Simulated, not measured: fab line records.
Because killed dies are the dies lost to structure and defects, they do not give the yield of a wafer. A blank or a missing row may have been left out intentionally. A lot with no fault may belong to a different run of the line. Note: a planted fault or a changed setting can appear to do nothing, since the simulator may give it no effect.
A struck lot beside a sound one    flow n5Finfet    20 out of 1938 route steps
Sound: the wafers L496.4, L496.5, L496.6. The struck wafers were L492.1, L492.4, L492.5. At the end, the cause is stated.
At each step with rows: each side's tool, then ch and its chambers, then its first start. Under that, the readings that differ: sound wafers    struck wafers    difference of the means    sigmas: that difference in standard deviations of wafers without a fault.
alike: a reading whose means differ by less than 2 such deviations, as well as words and numbers matching on both sides. not compared: withheld readings; readings where some wafer has no value; bounds like >300 that might hide an equal value; numbers whose values overlap and for which the record gives no deviation.
Wherever a step has rows on one side only, a row that says differs or no value, or a row with sigmas, the two part there. Non-overlapping numbers with no deviation appear without sigmas and do not part them. A reading missing from all wafers of one side parts the sides only when that side holds two or more wafers.

first, 3 steps without rows for these wafers: N5_DUMMY_REMOVAL_PRECLEAN_04 (cleans in DHF, time 37 s); N5_DUMMY_REMOVAL_SRD_05 (time 30 s); N5_HKMG_FIN_IL_REGROW_00 (material SiO2, chemistry O3, target thk 0.75 nm, time 30 s).
N5_HKMG_FIN_HK_ALD_01: deposits HfO2, target thk 1.6 nm, pulse time 3 s, purge time 3 s.
  sound on aldHk-03 ch 1,2,3, day 8 07:12; struck on aldHk-02 ch 0,2,3, day 7 12:04
  alike: precursorPulseHeightRel
N5_HKMG_FIN_HK_ANNEAL_02: time 30 s.
  sound on rtpAnneal-02 ch 0, day 8 07:40; struck on rtpAnneal-01 ch 0, day 7 12:15
  alike: lampPowerPct, lamp_zone_4_pct, wafer_temp_C_max
N5_HKMG_FIN_ALD_74: deposits La2O3, target thk 0.5 nm, pulse time 6 s, co reactant pulse time 1 s.
  sound on aldHk-01 ch 0,1,2, day 8 07:47; struck on aldHk-03 ch 1,2,3, day 7 12:28
  alike: heaterPowerW, precursorPulseHeightRel, susceptorTempC
N5_HKMG_FIN_ALD_75: deposits Al2O3, target thk 1 nm, co reactant pulse time 1 s.
  sound on aldHk-01 ch 0,1,2, day 8 07:52; struck on aldHk-03 ch 1,2,3, day 7 12:32
  alike: heaterPowerW, precursorPulseHeightRel, susceptorTempC
then, 5 steps without rows for these wafers: N5_HKMG_FIN_COAT_41 (time 60 s, resist thk 300 nm); N5_HKMG_FIN_COAT_42 (time 60 s, resist thk 35 nm); N5_HKMG_FIN_COAT_43 (resist thk 90 nm); N5_HKMG_FIN_EBR_45; N5_HKMG_FIN_SOFTBAKE_44 (time 60 s).
N5_HKMG_FIN_EXPOSE_46: exposes mask NDIPOLE.
  sound on arfiScanner-01 ch 0, day 8 08:05; struck on arfiScanner-02 ch 0, day 7 12:46
reading                         sound        struck    difference  sigmas
model.HKMG_FIN.overlayXNm (nm)  0.4 0.4 0.4  15 15 15  +15         
  alike: mask
then, 2 steps without rows for these wafers: N5_HKMG_FIN_PEB_47 (peb time 60 s); N5_HKMG_FIN_DEVELOP_48 (develop time 30 s).
N5_HKMG_FIN_CD_MEAS_49: target cd 202 nm.
  sound on cdSem-03 ch 0, day 8 08:12; struck on cdSem-02 ch 0, day 7 12:53
  alike: cdNm
N5_HKMG_FIN_OVL_MEAS_50:
  sound on overlay-02 ch 0, day 8 08:14; struck on overlay-02 ch 0, day 7 12:55
reading           sound         struck          difference  sigmas
NDIPOLE_OVL (nm)  0.6 -0.1 0.5  14.7 13.9 15.3  +14.3       +19
N5_HKMG_FIN_INSPECT_61: inspects for defects (macro).
  sound on defectInspect-02 at day 8 08:16; struck on defectInspect-02 at day 7 12:56
  alike: rawDefectCount
-- record jumps: 4 days separate the struck wafers' starts on either side; left off in module HKMG_FIN, taken up again in module BEOL_M4, whose first shown step is the route's number 1111 --
N5_BEOL_M4_RC_MEAS_101:
  sound on prober-01 ch 0, day 12 16:26; struck on prober-01 ch 0, day 11 07:37
reading         sound              struck             difference  sigmas
DIBL_N (mV/V)   38.0 39.3 38.9     34.2 34.3 36.0     -3.9        -3
DIBL_P (mV/V)   37.0 38.5 38.2     32.3 32.2 34.0     -5.1        -3
IOFF_P (nA/um)  0.237 0.263 0.254  0.159 0.155 0.178  -0.087      -3
VT_P (mV)       -249 -248 -246     -258 -256 -256     -9          -3
  alike: IOFF_N, ION_N, ION_P, SS_N, SS_P, VT_N
then, 1 step without rows for these wafers: N5_PASSIVATION_PROBE_49.

## WHERE THEY PART
First at N5_HKMG_FIN_OVL_MEAS_50; last, within this record, at N5_BEOL_M4_RC_MEAS_101.

WHY: what the simulator had put in
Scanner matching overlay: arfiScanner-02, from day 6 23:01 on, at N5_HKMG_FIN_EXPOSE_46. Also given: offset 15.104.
